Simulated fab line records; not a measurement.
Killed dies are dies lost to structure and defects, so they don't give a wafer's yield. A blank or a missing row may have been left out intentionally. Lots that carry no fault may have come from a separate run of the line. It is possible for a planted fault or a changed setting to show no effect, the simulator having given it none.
fab line records    flow n5_finfet
record lots=7  wafers=39
route steps=1938 shown FIN_SAQP@120 DUMMY_GATE@228 HKMG_FIN@386
start_h: the number of hours between the record's first day and the start of the first shown wafer of the lot    wait_h: hours elapsed since this lot's preceding step    " identical to the entry in the row above    L1.1+2: one row covering several wafers at once    - no value present, or no start provided    * or withheld: withheld    < > ~ a bound
route shown NAME@n: names a module that has steps shown in the file, with the first one's number in the route    usual: mean and standard deviation over wafers with no fault    same: alike in all rows    chamber/n: place in a boat    sites: each site's reading    _std_site: how widely they spread, as a standard deviation    _edge_site: outer sites' mean less inner sites'    radius_mm: for every site, how far away it sits from the centre of the wafer    mask NAME#n: copy n    behind: tool/chamber where the wafer was last shaped    hold: the reason the lot was held/the length of the hold in hours/how it ended    device: transistor that didn't switch, given as n, p or np    end of line: tests of these same wafers at the route's end    a step with no rows: only its recipe    killed: the dies lost at the first sort to structure and to defects; this is not the yield of the wafer    map: a wafer's dies, marking killed ones x, the rest . and places with no die _
set.NAME: the run value of the setting; set.NAME@STEP: its run value at that earlier step    model.NAME: the simulator's own value behind a step, which no gauge read
lots with deliberately changed settings; one table per step, one row per wafer
## steps
# step N5_FIN_SAQP_MANDREL_ETCH_22
# recipe target_depth_a=600  chemistry=HBr/Cl2  target=a-Si  stop_on=SiNx  bt_time_s=10  over_etch_frac=0.5  time_s=30  pressure_mtorr=10  icp_w=800  bias_w=75  HBr_flow_sccm=150  Cl2_flow_sccm=80  ends=end_point
lot.wafer  tool       chamber  start_h  wait_h  set.target_depth_a  model.SOC_of_FIN_SAQP_COAT_49.thk_nm
L076.1     rie_si-04  0        35.21    0.0     600                 75.62
L076.2     "          3        "        "       600                 75.54
L076.3     "          2        "        "       600                 75.29
L076.4     "          1        "        "       600                 75.01
L076.5     "          2        "        "       600                 75.05
L076.6     "          1        "        "       600                 75.3
L077.1     rie_si-02  1        40.16    0.0     600                 76.45
L077.2     "          3        "        "       600                 76.3
L077.3     "          2        "        "       600                 76.26
L077.4     "          0        "        "       600                 76.38
L077.5     "          0        "        "       600                 76.36
L077.6     "          3        "        "       600                 76.31
L078.1     rie_si-06  0        46.32    0.0     600                 75.92
L078.2     "          2        "        "       600                 75.91
L078.3     "          1        "        "       578.1               76.59
L078.4     "          3        "        "       578.1               77
L078.5     "          2        "        "       600                 75.44
L078.6     "          1        "        "       578.1               76.89
L081.1     rie_si-04  1        64.77    0.0     600                 75.41
L081.2     "          0        "        "       551.4               77.92
L081.3     "          3        "        "       551.4               77.87
L081.4     "          2        "        "       600                 76.01
L081.5     "          0        "        "       551.4               77.66
L081.6     "          3        "        "       600                 76.04
L082.3     rie_si-04  2        71.35    0.0     600                 75.97
L082.4     "          3        "        "       600                 75.93
L082.6     "          3        "        "       600                 76.16
L090.1     rie_si-02  3        119.66   0.0     600                 76.63
L090.2     "          1        "        "       600                 76.54
L090.3     "          2        "        "       600                 76.49
L090.4     "          0        "        "       600                 76.6
L090.5     "          3        "        "       600                 76.57
L090.6     "          0        "        "       600                 76.53
L094.1     rie_si-06  3        143.10   0.0     541.3               78.77
L094.2     "          2        "        "       600                 75.8
L094.3     "          0        "        "       541.3               78.51
L094.4     "          1        "        "       600                 76.17
L094.5     "          3        "        "       600                 76.23
L094.6     "          0        "        "       541.3               78.44
# step N5_DUMMY_GATE_EXPOSE_12
# recipe mask_id=GATE  na=0.33  source_shape=annular  sigma_inner=0.2  sigma_outer=0.6  polarization=unpolarized  target_cd_nm=25  dose_mj=34
lot.wafer         tool            chamber  start_h  wait_h  mask    set.dose_mj
L076.1+2+4        euv_scanner-01  0        61.99    -       GATE#0  34
L076.3+5+6        "               0        "        "       GATE#0  35.91
L077.1+4+5        euv_scanner-01  0        64.86    -       GATE#0  34
L077.2+3+6        "               0        "        "       GATE#0  35.46
L078.1+2+4        euv_scanner-01  0        72.29    -       GATE#0  32.25
L078.3+5+6        "               0        "        "       GATE#0  34
L081.1+4+5        euv_scanner-01  0        90.87    -       GATE#0  34.93
L081.2+3+6        "               0        "        "       GATE#0  34
L082.3+4+6        euv_scanner-01  0        94.40    -       GATE#0  34
L090.1+3+4        euv_scanner-02  0        145.23   -       GATE#0  33.32
L090.2+5+6        "               0        "        "       GATE#0  34
L094.1+2+3+4+5+6  euv_scanner-01  0        165.64   -       GATE#0  34
# step N5_DUMMY_GATE_PEB_13
# recipe peb_temp_c=100  peb_time_s=60  resist=CAR-EUV
# step N5_DUMMY_GATE_DEVELOP_14
# recipe develop_time_s=30  developer=TMAH  resist=CAR-EUV  rinse_liquid=surfactant_rinse  dry=air_spin  dev_temp_c=23
# step N5_DUMMY_GATE_CD_MEAS_15
# recipe target_cd_nm=25.8  landing_energy_ev=500  detector=se_inlens
# usual cd_nm=25.04/0.21
lot.wafer  tool       chamber  start_h  wait_h  set.dose_mj@DUMMY_GATE_EXPOSE_12  cd_nm
L076.1     cd_sem-03  0        62.12    -       34                                24.78
L076.2     "          0        "        "       34                                25.38
L076.3     "          0        "        "       35.91                             24.13
L076.4     "          0        "        "       34                                24.77
L076.5     "          0        "        "       35.91                             24.06
L076.6     "          0        "        "       35.91                             23.67
L077.1     cd_sem-03  0        64.99    -       34                                25.08
L077.2     "          0        "        "       35.46                             24.14
L077.3     "          0        "        "       35.46                             24.22
L077.4     "          0        "        "       34                                25.01
L077.5     "          0        "        "       34                                24.69
L077.6     "          0        "        "       35.46                             23.74
L078.1     cd_sem-03  0        72.42    -       32.25                             26.20
L078.2     "          0        "        "       32.25                             26.66
L078.3     "          0        "        "       34                                25.21
L078.4     "          0        "        "       32.25                             26.07
L078.5     "          0        "        "       34                                25.35
L078.6     "          0        "        "       34                                24.75
L081.1     cd_sem-03  0        91.00    -       34.93                             24.45
L081.2     "          0        "        "       34                                25.10
L081.3     "          0        "        "       34                                25.13
L081.4     "          0        "        "       34.93                             24.30
L081.5     "          0        "        "       34.93                             24.66
L081.6     "          0        "        "       34                                25.32
L082.3     cd_sem-02  0        94.52    -       34                                24.69
L082.4     "          0        "        "       34                                24.91
L082.6     "          0        "        "       34                                24.88
L090.1     cd_sem-03  0        145.36   -       33.32                             25.65
L090.2     "          0        "        "       34                                25.13
L090.3     "          0        "        "       33.32                             25.83
L090.4     "          0        "        "       33.32                             25.46
L090.5     "          0        "        "       34                                25.03
L090.6     "          0        "        "       34                                25.47
L094.1     cd_sem-01  0        165.76   -       34                                24.98
L094.2     "          0        "        "       34                                25.15
L094.3     "          0        "        "       34                                25.43
L094.4     "          0        "        "       34                                25.13
L094.5     "          0        "        "       34                                25.23
L094.6     "          0        "        "       34                                25.17
# step N5_DUMMY_GATE_STRIP_38
# recipe chemistry=N2/H2  temp_c=40  n2_flow_sccm=200  h2_flow_sccm=200  rf_frequency_hz=6e+07
# step N5_DUMMY_GATE_STRIP_39
# recipe chemistry=N2/H2  temp_c=40  n2_flow_sccm=200  h2_flow_sccm=200  rf_frequency_hz=6e+07
# step N5_DUMMY_GATE_TRIM_49
# recipe chemistry=O2  resist=SOC  time_s=29  target_cd_nm=14  source_power_w=300  bias_power_w=0  O2_flow_sccm=100  temp_c=20
lot.wafer     tool       chamber  start_h  wait_h  set.dose_mj@DUMMY_GATE_EXPOSE_12  model.DUMMY_GATE.cd_nm
L076.1+2+4    rie_si-05  0,3,1    62.48    0.0     34                                14
L076.3+5      "          2,3      "        "       35.91                             13.2
L076.6        "          2        "        "       35.91                             13
L077.1        rie_si-03  0        65.35    0.0     34                                14.2
L077.2+3      "          3,2      "        "       35.46                             13.6
L077.4        "          2        "        "       34                                14
L077.5        "          0        "        "       34                                13.8
L077.6        "          3        "        "       35.46                             13.8
L078.1+4      rie_si-03  0,2      72.79    0.0     32.25                             15
L078.2        "          3        "        "       32.25                             15.4
L078.3        "          1        "        "       34                                14
L078.5+6      "          3,2      "        "       34                                14.2
L081.1        rie_si-05  0        91.35    0.0     34.93                             13.2
L081.2+6      "          1,3      "        "       34                                14.2
L081.3        "          2        "        "       34                                13.8
L081.4+5      "          3,2      "        "       34.93                             13.4
L082.3        rie_si-05  2        94.87    0.0     34                                13.6
L082.4+6      "          3        "        "       34                                14
L090.1        rie_si-03  1        145.72   0.0     33.32                             14.2
L090.2+5      "          0,3      "        "       34                                13.8
L090.3+4      "          3,2      "        "       33.32                             14.4
L090.6        "          0        "        "       34                                14
L094.1+2      rie_si-01  1,0      166.15   0.0     34                                14.2
L094.3+4+5+6  "          3,2,3,2  "        "       34                                14
# step N5_DUMMY_GATE_STRIP_40
# recipe chemistry=CF4  resist=SiARC  power_w=300  bias_power_w=75  pressure_mtorr=50  cf4_flow_sccm=150  rf_frequency_hz=6e+07
# step N5_DUMMY_GATE_CD_MEAS_50
# recipe target_cd_nm=14
# usual cd_nm=14.05/0.27
lot.wafer  tool       chamber  start_h  wait_h  set.dose_mj@DUMMY_GATE_EXPOSE_12  cd_nm
L076.1     cd_sem-03  -        62.63    0.0     34                                14.09
L076.2     "          -        "        "       34                                14.23
L076.3     "          -        "        "       35.91                             13.15
L076.4     "          -        "        "       34                                14.17
L076.5     "          -        "        "       35.91                             12.94
L076.6     "          -        "        "       35.91                             13.08
L077.1     cd_sem-03  -        65.50    0.0     34                                14.33
L077.2     "          -        "        "       35.46                             13.26
L077.3     "          -        "        "       35.46                             13.95
L077.4     "          -        "        "       34                                14.06
L077.5     "          -        "        "       34                                13.79
L077.6     "          -        "        "       35.46                             13.59
L078.1     cd_sem-03  -        73.15    0.0     32.25                             14.94
L078.2     "          -        "        "       32.25                             14.98
L078.3     "          -        "        "       34                                14.09
L078.4     "          -        "        "       32.25                             15.18
L078.5     "          -        "        "       34                                13.73
L078.6     "          -        "        "       34                                14.22
L081.1     cd_sem-02  -        91.50    0.0     34.93                             13.42
L081.2     "          -        "        "       34                                14.04
L081.3     "          -        "        "       34                                14.01
L081.4     "          -        "        "       34.93                             13.13
L081.5     "          -        "        "       34.93                             13.01
L081.6     "          -        "        "       34                                13.83
L082.3     cd_sem-02  -        95.16    0.0     34                                14.12
L082.4     "          -        "        "       34                                14.39
L082.6     "          -        "        "       34                                13.93
L090.1     cd_sem-01  -        146.02   0.0     33.32                             13.91
L090.2     "          -        "        "       34                                13.64
L090.3     "          -        "        "       33.32                             14.09
L090.4     "          -        "        "       33.32                             14.64
L090.5     "          -        "        "       34                                14.04
L090.6     "          -        "        "       34                                13.86
L094.1     cd_sem-02  -        166.53   0.0     34                                14.11
L094.2     "          -        "        "       34                                14.09
L094.3     "          -        "        "       34                                14.22
L094.4     "          -        "        "       34                                14.25
L094.5     "          -        "        "       34                                14.52
L094.6     "          -        "        "       34                                14.21
# step N5_DUMMY_GATE_ETCH_32
# recipe chemistry=CF4  target=SiO2  target_depth_a=35  time_s=3.9  ion_energy_ev=350  pressure_mtorr=10  icp_w=800  bias_w=400  cf4_flow_sccm=80
lot.wafer  tool       chamber  start_h  wait_h  set.time_s  model.etch.depth_nm
L076.1     rie_si-01  3        63.05    0.1     4.722       4.193
L076.2     "          2        "        "       3.9         3.508
L076.3     "          1        "        "       3.9         3.351
L076.4     "          0        "        "       4.722       4.148
L076.5     "          2        "        "       4.722       4.231
L076.6     "          1        "        "       3.9         3.377
L077.1     rie_si-05  2        65.79    0.1     3.9         3.52
L077.2     "          1        "        "       3.383       3.021
L077.3     "          3        "        "       3.383       2.945
L077.4     "          0        "        "       3.383       3.041
L077.5     "          2        "        "       3.9         3.558
L077.6     "          3        "        "       3.9         3.416
L078.1     rie_si-01  0        73.48    0.1     3.9         3.428
L078.2     "          2        "        "       3.599       3.223
L078.3     "          3        "        "       3.9         3.497
L078.4     "          1        "        "       3.9         3.39
L078.5     "          2        "        "       3.599       3.264
L078.6     "          3        "        "       3.599       3.211
L081.1     rie_si-05  0        91.80    0.1     3.9         3.575
L081.2     "          1        "        "       3.9         3.506
L081.3     "          3        "        "       4.683       4.113
L081.4     "          2        "        "       3.9         3.569
L081.5     "          3        "        "       4.683       4.121
L081.6     "          2        "        "       4.683       4.249
L082.3     rie_si-01  0        95.46    0.1     3.9         3.411
L082.4     "          2        "        "       3.9         3.503
L082.6     "          2        "        "       3.9         3.513
L090.1     rie_si-01  3        146.35   0.1     3.615       3.267
L090.2     "          1        "        "       3.9         3.412
L090.3     "          0        "        "       3.615       3.211
L090.4     "          2        "        "       3.9         3.542
L090.5     "          0        "        "       3.615       3.204
L090.6     "          1        "        "       3.9         3.444
L094.1     rie_si-05  2        166.87   0.1     4.256       3.92
L094.2     "          1        "        "       4.256       3.803
L094.3     "          0        "        "       3.9         3.605
L094.4     "          3        "        "       4.256       3.745
L094.5     "          1        "        "       3.9         3.531
L094.6     "          2        "        "       3.9         3.625
# step N5_HKMG_FIN_HK_ALD_01
# recipe material=HfO2  target_thk_a=16  temp_c=withheld  ald_precursor_family=HfCl4  ald_co_reactant=H2O  pulse_time_s=3  purge_time_s=3  co_reactant_purge_time_s=2.5  co_reactant_pulse_time_s=0.3  ald_cycles=30
lot.wafer         tool       chamber      start_h  wait_h  set.ald_cycles
L076.1+2+6        ald_hk-01  1,0,3        87.14    0.0     30
L076.3+4+5        "          2,3,0        "        "       27
L077.1+4+6        ald_hk-01  2,1,0        91.44    0.0     26
L077.2+3+5        "          0,3,1        "        "       30
L078.1+3+5        ald_hk-01  3,1,3        98.59    0.0     28
L078.2+4+6        "          2,0,2        "        "       30
L081.1+2+3+4+5+6  ald_hk-03  3,1,2,0,1,0  117.03   0.0     30
L082.3+4+6        ald_hk-01  0,1,0        121.43   0.0     30
L090.1+2+4        ald_hk-03  3,1,2        173.32   0.0     30
L090.3+5+6        "          0,1,2        "        "       35
L094.1+2+3+4+5+6  ald_hk-03  2,0,3,1,0,3  189.35   0.0     30
# step N5_HKMG_FIN_HK_ANNEAL_02
# recipe temp_c=700  time_s=30  ambient=N2  idle_temp_c=600  ramp_up_c_per_s=150  ramp_down_c_per_s=60  cool_to_c=600
# step N5_HKMG_FIN_ALD_74
# recipe material=La2O3  target_thk_a=5  temp_c=250  ald_precursor_family=La-Cp  ald_co_reactant=O3  pulse_time_s=6  co_reactant_pulse_time_s=1  purge_time_s=3  co_reactant_purge_time_s=3
# step N5_HKMG_FIN_WET_ETCH_82
# recipe chemistry=dHCl  mix=1:10000  temp_c=25  target=La2O3  stop_on=HfO2  target_depth_nm=2  dry=ipa_marangoni  rinse_time_s=30  rinse_temp_c=23
# step N5_HKMG_FIN_ALD_36
# recipe material=TiN  target_thk_a=10  temp_c=400  ald_precursor_family=TiCl4  ald_co_reactant=NH3  pulse_time_s=1  purge_time_s=3  co_reactant_purge_time_s=2  co_reactant_pulse_time_s=2  ald_cycles=47  pressure_torr=3
# step N5_HKMG_FIN_THK_MEAS_70
# recipe thk_meas_gauge=xrf  reads=HfO2_of_HKMG_FIN_HK_ALD_01
# usual HK_THK=1.613/0.015
lot.wafer  tool           chamber  start_h  wait_h  set.ald_cycles@HKMG_FIN_HK_ALD_01  HK_THK[nm]
L076.1     film_metro-02  -        90.93    0.2     30                                 1.611
L076.2     "              -        "        "       30                                 1.599
L076.3     "              -        "        "       27                                 1.463
L076.4     "              -        "        "       27                                 1.459
L076.5     "              -        "        "       27                                 1.443
L076.6     "              -        "        "       30                                 1.589
L077.1     film_metro-01  -        95.45    0.2     26                                 1.401
L077.2     "              -        "        "       30                                 1.611
L077.3     "              -        "        "       30                                 1.601
L077.4     "              -        "        "       26                                 1.397
L077.5     "              -        "        "       30                                 1.621
L077.6     "              -        "        "       26                                 1.410
L078.1     film_metro-01  -        102.23   0.2     28                                 1.488
L078.2     "              -        "        "       30                                 1.587
L078.3     "              -        "        "       28                                 1.486
L078.4     "              -        "        "       30                                 1.603
L078.5     "              -        "        "       28                                 1.502
L078.6     "              -        "        "       30                                 1.602
L081.1     film_metro-01  -        120.68   0.2     30                                 1.620
L081.2     "              -        "        "       30                                 1.631
L081.3     "              -        "        "       30                                 1.614
L081.4     "              -        "        "       30                                 1.604
L081.5     "              -        "        "       30                                 1.618
L081.6     "              -        "        "       30                                 1.630
L082.3     film_metro-02  -        125.19   0.2     30                                 1.641
L082.4     "              -        "        "       30                                 1.630
L082.6     "              -        "        "       30                                 1.612
L090.1     film_metro-01  -        176.85   0.2     30                                 1.617
L090.2     "              -        "        "       30                                 1.613
L090.3     "              -        "        "       35                                 1.886
L090.4     "              -        "        "       30                                 1.600
L090.5     "              -        "        "       35                                 1.896
L090.6     "              -        "        "       35                                 1.885
L094.1     film_metro-01  -        193.12   0.2     30                                 1.639
L094.2     "              -        "        "       30                                 1.632
L094.3     "              -        "        "       30                                 1.621
L094.4     "              -        "        "       30                                 1.622
L094.5     "              -        "        "       30                                 1.624
L094.6     "              -        "        "       30                                 1.639
## key
split step=N5_FIN_SAQP_MANDREL_ETCH_22  setting=target_depth_a  stated=600  by=wafer
response step=N5_FIN_SAQP_MANDREL_ETCH_22  reading=model.SOC_of_FIN_SAQP_COAT_49.thk_nm  change=-0.255  per=1%  r=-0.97
split step=N5_DUMMY_GATE_EXPOSE_12  setting=dose_mj  stated=34  by=wafer
response step=N5_DUMMY_GATE_CD_MEAS_15  reading=cd_nm  change=-0.212  per=1%  r=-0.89
response step=N5_DUMMY_GATE_TRIM_49  reading=model.DUMMY_GATE.cd_nm  change=-0.164  per=1%  r=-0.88
response step=N5_DUMMY_GATE_CD_MEAS_50  reading=cd_nm  change=-0.185  per=1%  r=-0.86
split step=N5_DUMMY_GATE_ETCH_32  setting=time_s  stated=3.9  by=wafer
response step=N5_DUMMY_GATE_ETCH_32  reading=model.etch.depth_nm  change=+0.0334  per=1%  r=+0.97
split step=N5_HKMG_FIN_HK_ALD_01  setting=ald_cycles  stated=30  by=wafer
response step=N5_HKMG_FIN_THK_MEAS_70  reading=HK_THK  change=+0.016  per=1%  r=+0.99
